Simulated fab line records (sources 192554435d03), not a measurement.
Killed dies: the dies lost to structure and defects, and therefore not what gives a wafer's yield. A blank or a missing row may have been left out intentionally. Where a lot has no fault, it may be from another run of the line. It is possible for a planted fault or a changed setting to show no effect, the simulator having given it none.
fab line records ; flow n5Finfet
[record] lots = 9; wafers = 27; lastDay = 17
route steps=1938 shown SD_EPI_N@275 SD_EPI_P@297 BEOL_M4@1111 PASSIVATION@1936
lots untouched by any fault: they come from a run of this same line in which no faults occurred
startH: start of the lot's first displayed wafer, in hours after the record's first day ; waitH: hours elapsed since this lot's preceding step ; " unchanged from the row above ; L1.1+2: several wafers, shown together as one row ; - value missing, or start not given ; * or withheld: withheld ; < > ~ a bound
route shown NAME@n: a module of which the file shows steps, and the number in the route of the first ; usual: mean/standard deviation of fault-free wafers ; same: alike in all rows ; chamber/n: place in a boat ; sites: readings site by site ; _std_site: standard deviation of those values ; _edge_site: mean of outer sites minus mean of inner sites ; radiusMm: how far each site lies from the wafer's centre ; mask NAME#n: copy n ; behind: tool/chamber where the wafer was last shaped ; hold: why the lot was held/for how many hours/how that ended ; device: whichever transistor did not switch (one of n, p or np) ; end of line: tests of these same wafers at the route's end ; where a step has no rows: the recipe by itself ; killed: dies that structure and defects cost at the first sort, which is not the same as the wafer's yield ; map: a wafer's dies, x killed, . not, _ none there
set.NAME: the setting that was run; set.NAME@STEP: the one run at that earlier step ; model.NAME: the simulator's own value behind a step, which no gauge read
one table for each step of the route and one row for each wafer, over a sample of lots
services: the hour from which a tool's chamber was out of use, counted from the record's first day as startH (under 0 if before that day), plus the number of hours and why
[[steps]]
[step N5_SD_EPI_N_ETCH_35]
[recipe] chemistry = N2/H2; target = SOC; overetchA = 1080; maskMaterial = SiARC; tempC = 40; ionEnergyEv = 100; sourceW = 3000; biasW = 133; pressureMtorr = 20; timeS = 486; n2FlowSccm = 200; h2FlowSccm = 200
[usual] drypumpMotorCurrentA = 5.9/0.49; oesProductAu = 0.71/0.083; rfFwdPowerW = 2995/8.8; rfVppV = 240.4/1.3; showerheadPlenumPTorr = 2.51/0.069; throttleValvePct = 23.73/0.29
[same] timeS = 486
lot.wafer;tool;chamber;startH;waitH;drypumpMotorCurrentA;oesProductAu;rfFwdPowerW;rfHoursCounterH;rfVppV;showerheadPlenumPTorr;throttleValvePct
L382.1;rieDiel-04;3;52.15;0.0;6.0;0.66;2994;176;241.5;2.63;24.18
L382.3;rieDiel-04;0;52.15;0.0;5.7;0.63;3006;227;241.6;2.49;24.01
L382.5;rieDiel-04;3;52.15;0.0;5.9;0.66;3011;-;243.1;2.63;24.18
L388.2;rieDiel-05;3;85.95;0.0;5.6;0.67;2985;164;242.1;2.63;23.61
L388.3;rieDiel-05;0;85.95;0.0;5.5;0.81;3000;20;240.8;2.59;23.23
L388.6;rieDiel-05;3;85.95;0.0;5.7;0.66;2984;-;241.7;2.63;23.62
L389.1;rieDiel-03;0;95.08;0.0;5.9;0.82;2998;12;240.6;2.50;23.96
L389.3;rieDiel-03;3;95.08;0.0;6.3;0.65;2991;192;238.3;2.51;23.90
L389.6;rieDiel-03;2;95.08;0.0;6.6;0.80;2976;-;240.4;2.49;23.79
L391.3;rieDiel-03;3;103.26;0.0;6.3;0.64;2987;195;241.8;2.51;23.91
L391.4;rieDiel-03;2;103.26;0.0;6.6;0.80;2980;23;239.9;2.49;23.78
L391.6;rieDiel-03;2;103.26;0.0;6.6;0.80;2997;-;239.6;2.49;23.78
L399.4;rieDiel-03;3;152.67;0.2;6.3;0.62;3004;-;240.1;2.50;23.93
L399.5;rieDiel-03;1;152.67;0.2;5.2;0.64;3008;-;240.7;2.50;23.46
L399.6;rieDiel-03;2;152.67;0.2;6.6;0.77;2992;-;241.0;2.48;23.82
L400.1;rieDiel-03;3;155.89;0.0;6.3;0.62;2990;213;242.1;2.50;23.94
L400.2;rieDiel-03;2;155.89;0.0;6.6;0.76;2992;43;239.2;2.48;23.81
L400.4;rieDiel-03;0;155.89;0.0;5.8;0.78;3005;31;238.6;2.49;23.98
L403.1;rieDiel-04;0;174.63;0.0;5.7;0.83;2993;14;239.6;2.47;23.86
L403.3;rieDiel-04;2;174.63;0.0;5.9;0.60;2994;246;238.1;2.40;23.58
L403.6;rieDiel-04;1;174.63;0.0;6.4;0.80;2995;-;242.2;2.71;24.08
L404.1;rieDiel-03;0;179.77;0.0;5.8;0.77;2986;40;240.5;2.48;24.00
L404.5;rieDiel-03;3;179.77;0.0;6.3;0.63;2990;-;240.8;2.50;23.94
L404.6;rieDiel-03;2;179.77;0.0;6.6;0.75;3013;-;239.3;2.48;23.82
L405.1;rieDiel-03;0;185.99;0.0;5.8;0.76;2976;43;241.0;2.48;23.99
L405.2;rieDiel-03;1;185.99;0.0;5.2;0.64;3001;225;240.6;2.49;23.46
L405.6;rieDiel-03;3;185.99;0.0;6.3;0.62;2991;-;240.3;2.50;23.95
[step N5_SD_EPI_N_INSPECT_26]
[recipe] inspectInstrument = darkfield; mode = postEpi
[usual] rawDefectCount = 222/52
lot.wafer;tool;chamber;startH;waitH;rawDefectCount
L382.1;defectInspect-02;-;56.24;0.4;195
L382.3;defectInspect-02;-;56.24;0.4;241
L382.5;defectInspect-02;-;56.24;0.4;162
L388.2;defectInspect-01;-;90.15;0.1;260
L388.3;defectInspect-01;-;90.15;0.1;225
L388.6;defectInspect-01;-;90.15;0.1;265
L389.1;defectInspect-01;-;99.61;0.3;228
L389.3;defectInspect-01;-;99.61;0.3;293
L389.6;defectInspect-01;-;99.61;0.3;149
L391.3;defectInspect-02;-;107.17;0.2;161
L391.4;defectInspect-02;-;107.17;0.2;136
L391.6;defectInspect-02;-;107.17;0.2;200
L399.4;defectInspect-01;-;156.60;0.0;318
L399.5;defectInspect-01;-;156.60;0.0;255
L399.6;defectInspect-01;-;156.60;0.0;276
L400.1;defectInspect-01;-;159.78;0.1;225
L400.2;defectInspect-01;-;159.78;0.1;289
L400.4;defectInspect-01;-;159.78;0.1;294
L403.1;defectInspect-02;-;178.66;0.1;288
L403.3;defectInspect-02;-;178.66;0.1;234
L403.6;defectInspect-02;-;178.66;0.1;202
L404.1;defectInspect-02;-;183.96;0.1;207
L404.5;defectInspect-02;-;183.96;0.1;182
L404.6;defectInspect-02;-;183.96;0.1;197
L405.1;defectInspect-02;-;190.19;0.1;235
L405.2;defectInspect-02;-;190.19;0.1;267
L405.6;defectInspect-02;-;190.19;0.1;158
[step N5_SD_EPI_P_COAT_03]
[recipe] resist = CAR-ArF-block; spinRpm = 1500; resistThkNm = 150
[usual] spinSpeedRpm = 1500.2/0.89
lot.wafer;tool;chamber;startH;waitH;spinSpeedRpm
L382.1;lithoTrack-05;0;56.28;-;1499.2
L382.3;lithoTrack-05;0;56.28;-;1501.1
L382.5;lithoTrack-05;0;56.28;-;1501.4
L388.2;lithoTrack-05;0;90.19;-;1500.2
L388.3;lithoTrack-05;0;90.19;-;1500.0
L388.6;lithoTrack-05;0;90.19;-;1500.8
L389.1;lithoTrack-05;0;99.65;-;1534.5
L389.3;lithoTrack-05;0;99.65;-;1535.3
L389.6;lithoTrack-05;0;99.65;-;1534.2
L391.3;lithoTrack-05;0;107.20;-;1533.9
L391.4;lithoTrack-05;0;107.20;-;1534.3
L391.6;lithoTrack-05;0;107.20;-;1533.8
L399.4;lithoTrack-02;0;156.64;-;1500.5
L399.5;lithoTrack-02;0;156.64;-;1499.7
L399.6;lithoTrack-02;0;156.64;-;1499.9
L400.1;lithoTrack-02;0;159.82;-;1500.7
L400.2;lithoTrack-02;0;159.82;-;1500.2
L400.4;lithoTrack-02;0;159.82;-;1500.1
L403.1;lithoTrack-05;0;178.70;-;1499.6
L403.3;lithoTrack-05;0;178.70;-;1499.1
L403.6;lithoTrack-05;0;178.70;-;1498.6
L404.1;lithoTrack-02;0;183.99;-;1500.2
L404.5;lithoTrack-02;0;183.99;-;1500.6
L404.6;lithoTrack-02;0;183.99;-;1500.4
L405.1;lithoTrack-05;0;190.22;-;1500.7
L405.2;lithoTrack-05;0;190.22;-;1500.5
L405.6;lithoTrack-05;0;190.22;-;1500.7
[step N5_SD_EPI_P_DESCUM_14]
[recipe] chemistry = O2; timeS = 7.9; sourcePowerW = 50; biasPowerW = 20; pressureMtorr = 20; rfFrequencyHz = 2.712e+07; tempC = 40; resist = CAR-ArF-block; o2FlowSccm = 225
[usual] drypumpMotorCurrentA = 5.8/0.32; o2FlowSccm = 225.1/0.68; oesProductAu = 0.77/0.081; rfFwdPowerW = 49.38/0.25; rfVppV = 243.3/1.4; showerheadPlenumPTorr = 2.11/0.078; throttleValvePct = 20.45/0.23
[same] timeS = 7.9
lot.wafer;tool;chamber;startH;waitH;drypumpMotorCurrentA;o2FlowSccm;oesProductAu;rfFwdPowerW;rfHoursCounterH;rfVppV;showerheadPlenumPTorr;throttleValvePct
L382.1;rieDiel-01;1;56.87;0.2;5.9;226.1;0.71;49.11;206;243.2;2.07;20.95
L382.3;rieDiel-01;2;56.87;0.2;5.6;224.8;0.77;49.49;153;244.3;2.18;20.39
L382.5;rieDiel-01;1;56.87;0.2;6.0;225.7;0.70;49.08;-;242.2;2.07;20.94
L388.2;rieDiel-02;0;90.51;0.0;5.6;224.1;0.74;49.38;190;239.4;2.00;20.22
L388.3;rieDiel-02;2;90.51;0.0;5.9;225.5;0.87;49.54;44;242.0;2.05;20.19
L388.6;rieDiel-02;2;90.51;0.0;5.9;224.6;0.87;49.39;-;242.8;2.05;20.18
L389.1;rieDiel-06;0;100.10;0.0;5.6;225.3;0.79;49.40;152;243.3;2.10;20.52
L389.3;rieDiel-06;1;100.10;0.0;6.0;225.7;0.76;49.47;123;244.8;2.22;20.58
L389.6;rieDiel-06;2;100.10;0.0;5.9;223.9;0.83;48.94;-;244.8;2.20;20.41
L391.3;rieDiel-02;3;107.68;0.0;5.5;226.3;0.69;49.33;220;245.5;2.16;20.64
L391.4;rieDiel-02;1;107.68;0.0;6.4;224.8;1.01;49.09;3;243.1;2.04;20.07
L391.6;rieDiel-02;1;107.68;0.0;6.4;224.5;1.00;49.09;-;242.2;2.04;20.07
L399.4;rieDiel-02;0;157.08;0.0;5.6;224.1;0.71;49.61;213;242.6;1.99;20.26
L399.5;rieDiel-02;2;157.08;0.0;5.9;225.3;0.84;49.48;-;242.0;2.04;20.23
L399.6;rieDiel-02;3;157.08;0.0;5.6;224.7;0.68;49.13;-;243.8;2.16;20.67
L400.1;rieDiel-02;3;160.54;0.4;5.6;225.5;0.68;49.81;239;243.9;2.16;20.67
L400.2;rieDiel-02;0;160.54;0.4;5.6;226.0;0.71;49.79;214;243.1;1.99;20.26
L400.4;rieDiel-02;0;160.54;0.4;5.6;225.1;0.71;49.57;-;241.0;1.99;20.26
L403.1;rieDiel-01;3;179.15;0.0;6.2;225.1;0.84;49.21;56;244.2;2.21;20.35
L403.3;rieDiel-01;0;179.15;0.0;5.1;224.3;0.90;49.08;32;242.7;2.02;20.26
L403.6;rieDiel-01;1;179.15;0.0;5.9;224.9;0.68;49.05;-;243.3;2.05;21.00
L404.1;rieDiel-02;2;184.44;0.0;5.9;225.1;0.83;49.57;75;242.0;2.04;20.22
L404.5;rieDiel-02;0;184.44;0.0;5.6;227.3;0.70;49.53;-;242.5;1.99;20.27
L404.6;rieDiel-02;3;184.44;0.0;5.6;224.9;0.68;49.31;-;243.7;2.15;20.68
L405.1;rieDiel-06;2;190.68;0.2;5.9;225.2;0.79;49.06;103;244.9;2.19;20.47
L405.2;rieDiel-06;3;190.68;0.2;6.5;225.1;0.72;49.74;207;243.7;2.18;20.70
L405.6;rieDiel-06;0;190.68;0.2;5.6;224.3;0.76;49.08;-;242.1;2.09;20.55
[step N5_BEOL_M4_RC_MEAS_101]
[usual] DIBL_N = 36.3/1.7; DIBL_P = 36.3/2.2; IOFF_N = 0.16/0.034; IOFF_P = 0.21/0.038; ION_N = 673/13; ION_P = 461/8.3; SS_N = 71.5/0.55; SS_P = 73.3/0.67; VT_N = 250/3.4; VT_P = -251/3.5
lot.wafer;tool;chamber;startH;waitH;DIBL_N[mV/V];DIBL_P[mV/V];IOFF_N[nA/um];IOFF_P[nA/um];ION_N[uA/um];ION_P[uA/um];SS_N[mV/dec];SS_P[mV/dec];VT_N[mV];VT_P[mV]
L382.1;prober-01;0;169.82;0.0;40.2;39.4;0.24;0.28;688;460;72.3;72.9;244;-246
L382.3;prober-01;0;169.82;0.0;36.2;35.4;0.16;0.19;679;461;71.2;72.6;250;-251
L382.5;prober-01;0;169.82;0.0;35.2;33.2;0.12;0.16;653;446;71.2;72.5;254;-254
L388.2;prober-02;0;208.27;0.2;35.2;35.5;0.16;0.21;673;459;70.9;73.5;247;-252
L388.3;prober-02;0;208.27;0.2;34.3;34.4;0.14;0.19;659;455;71.2;71.9;251;-253
L388.6;prober-02;0;208.27;0.2;34.7;35.5;0.16;0.21;670;465;71.2;73.0;249;-251
L389.1;prober-02;0;211.15;0.0;36.0;35.6;0.16;0.21;667;458;71.7;72.8;248;-249
L389.3;prober-02;0;211.15;0.0;35.1;34.5;0.14;0.20;672;453;71.5;72.4;248;-251
L389.6;prober-02;0;211.15;0.0;37.5;37.1;0.20;0.24;686;462;71.5;72.8;245;-249
L391.3;prober-01;0;213.62;0.3;39.5;39.5;0.22;0.33;698;484;72.3;74.4;248;-241
L391.4;prober-01;0;213.62;0.3;35.5;35.5;0.15;0.23;680;472;71.4;73.7;248;-245
L391.6;prober-01;0;213.62;0.3;36.1;35.8;0.15;0.22;677;468;72.1;73.2;253;-247
L399.4;prober-02;0;268.68;0.5;37.7;36.8;0.17;0.17;680;453;71.8;73.3;248;-259
L399.5;prober-02;0;268.68;0.5;36.5;34.2;0.15;0.15;668;450;71.5;73.3;253;-258
L399.6;prober-02;0;268.68;0.5;36.4;34.9;0.14;0.15;674;454;70.8;72.7;250;-259
L400.1;prober-01;0;282.42;0.0;40.0;38.9;0.20;0.23;678;457;72.0;73.2;246;-253
L400.2;prober-01;0;282.42;0.0;38.8;37.3;0.17;0.22;676;460;71.3;72.8;250;-252
L400.4;prober-01;0;282.42;0.0;34.9;32.8;0.11;0.15;665;459;71.3;72.4;256;-259
L403.1;prober-01;0;290.26;0.0;35.2;35.0;0.12;0.20;673;474;71.0;72.3;252;-250
L403.3;prober-01;0;290.26;0.0;39.5;41.1;0.22;0.32;702;489;71.9;74.4;244;-243
L403.6;prober-01;0;290.26;0.0;39.0;38.8;0.19;0.28;686;479;71.5;73.7;246;-244
L404.1;prober-02;0;293.52;0.0;36.2;34.5;0.15;0.20;660;455;72.0;73.7;249;-250
L404.5;prober-02;0;293.52;0.0;34.7;33.2;0.13;0.17;667;455;70.9;73.3;250;-255
L404.6;prober-02;0;293.52;0.0;35.2;33.5;0.14;0.18;661;450;71.3;73.4;251;-251
L405.1;prober-02;0;296.96;0.0;36.2;35.5;0.14;0.17;662;453;71.2;73.1;253;-256
L405.2;prober-02;0;296.96;0.0;38.1;37.5;0.18;0.20;671;455;71.8;73.8;248;-251
L405.6;prober-02;0;296.96;0.0;38.4;38.9;0.20;0.23;693;465;71.8;74.1;248;-253
[step N5_PASSIVATION_PROBE_49]
[usual] defectLimitedYield = 91.4/1.6; killed_at_M0_to_M3 = 34/10; killed_at_M4_up = 12/4.8; killedAtContacts = 11/6.2; killedAtFrontEnd = 39/13; killedAtOther = 4/3.1; killedDies = 101/19; killedOpen = 67/14; killedShort = 32/8.3; sort_bin_5_function = 5.0/1; sort_bin_6_memory = 3.2/0.76; sort_bin_8_speed = 0.00/0.026; sortNPass = 1079/19
[same] grossDies = 1180; killedAtBackSide = 0; sort_bin_4_leakage[%] = 0
lot.wafer;tool;chamber;startH;waitH;defectLimitedYield[%];killed_at_M0_to_M3;killed_at_M4_up;killedAtContacts;killedAtFrontEnd;killedAtOther;killedDies;killedOpen;killedShort;sort_bin_5_function[%];sort_bin_6_memory[%];sort_bin_8_speed[%];sortNPass
L399.5;prober-02;-;376.92;0.2;90.7;45;17;14;26;8;110;80;28;5.6;3.4;0;1070
L400.1;prober-02;-;383.11;0.0;91.4;21;28;10;39;3;101;65;35;4.9;3.3;0;1079
L400.2;prober-02;-;383.16;0.1;91.4;32;14;6;48;1;101;64;37;6.0;2.3;0;1079
L400.4;prober-02;-;383.26;0.2;89.3;34;18;14;45;15;126;83;42;6.1;4.2;0;1054
// killed by level:class
L399.5 MOL_CONTACT_COAG:geometricParticle:open=14 BEOL_M3:geometricParticle:open=11 BEOL_M0_SAQP:geometricParticle:open=10 STI_FIN_REVEAL:geometricParticle:open=7 BEOL_M1:geometricParticle:short=6 BEOL_M1:geometricParticle:open=5 PASS1_CAP:geometricParticle:short=5 FIN_SAQP:geometricParticle:open=4
L400.1 BEOL_M4:geometricParticle:open=11 STI_FIN_REVEAL:geometricParticle:open=7 MOL_CONTACT_COAG:geometricParticle:open=7 FIN_SAQP:geometricParticle:short=6 FIN_SAQP:geometricParticle:open=5 BEOL_M5:geometricParticle:open=5 BEOL_M0_SAQP:geometricParticle:open=5 BEOL_M0_SAQP:geometricParticle:short=5
L400.2 FIN_SAQP:geometricParticle:open=13 STI_FIN_REVEAL:geometricParticle:open=13 BEOL_M4:geometricParticle:open=8 BEOL_M3:geometricParticle:open=6 BEOL_M2:geometricParticle:short=6 MOL_CONTACT_COAG:geometricParticle:open=5 BEOL_M1:geometricParticle:open=5 STI_FIN_REVEAL:geometricParticle:short=4
L400.4 STI_FIN_REVEAL:geometricParticle:open=11 BEOL_M3:geometricParticle:open=10 MOL_CONTACT_COAG:geometricParticle:open=10 BEOL_M4:geometricParticle:open=10 BEOL_M1:geometricParticle:open=9 FIN_SAQP:geometricParticle:open=8 BEOL_M0_SAQP:geometricParticle:short=6 STARTING-WAFER:geometricParticle:short=6
[[services]]
tool;chamber;startH;hours;kind
rieDiel-05;1;31.28;5.0;repair
rieDiel-01;3;36.05;13.4;repair
lithoTrack-02;-;42.73;-;consumableReplace:filter
rieDiel-03;0;43.20;-;clean
rieDiel-03;0;43.20;-;consumableReplace:focusRing
rieDiel-03;0;43.20;18.4;scheduledDown
rieDiel-03;0;43.20;18.4;ventCycle
rieDiel-01;0;49.46;-;clean
rieDiel-05;-;55.14;2.8;pm
rieDiel-06;0;67.60;9.2;repair
rieDiel-02;1;74.99;10.1;repair
rieDiel-02;1;85.11;-;clean
rieDiel-02;1;85.11;-;consumableReplace:focusRing
rieDiel-02;1;85.11;16.8;scheduledDown
rieDiel-02;1;85.11;16.8;ventCycle
lithoTrack-02;-;89.74;-;consumableReplace:filter
rieDiel-04;0;96.43;3.4;repair
rieDiel-02;1;111.75;17.4;repair
rieDiel-01;3;135.36;4.7;repair
rieDiel-01;0;137.90;2.9;repair
rieDiel-03;0;151.36;2.6;repair
rieDiel-02;1;157.42;4.3;repair
rieDiel-04;3;172.52;3.1;repair
rieDiel-01;1;186.73;2.2;repair
[[key]]
[firstSign] step = N5_SD_EPI_P_COAT_03; reading = spinSpeedRpm; direction = up; sigmas = 38; usual = *; struck = *
effect none on later readings
metAt N5_SD_EPI_P_COAT_03
struckLots L389,L391
notActingAt N5_SD_EPI_N_ETCH_35,N5_SD_EPI_N_INSPECT_26,N5_SD_EPI_P_DESCUM_14
onsetBetween 90.19 99.65
[fault] kind = processParameterDrift; tool = lithoTrack-05; chamber = -; onsetH = 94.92; steps = N5_SD_EPI_P_COAT_03; channel = spinRpm; offset = *; shape = step; endH = 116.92; actsIn = *; stated = *
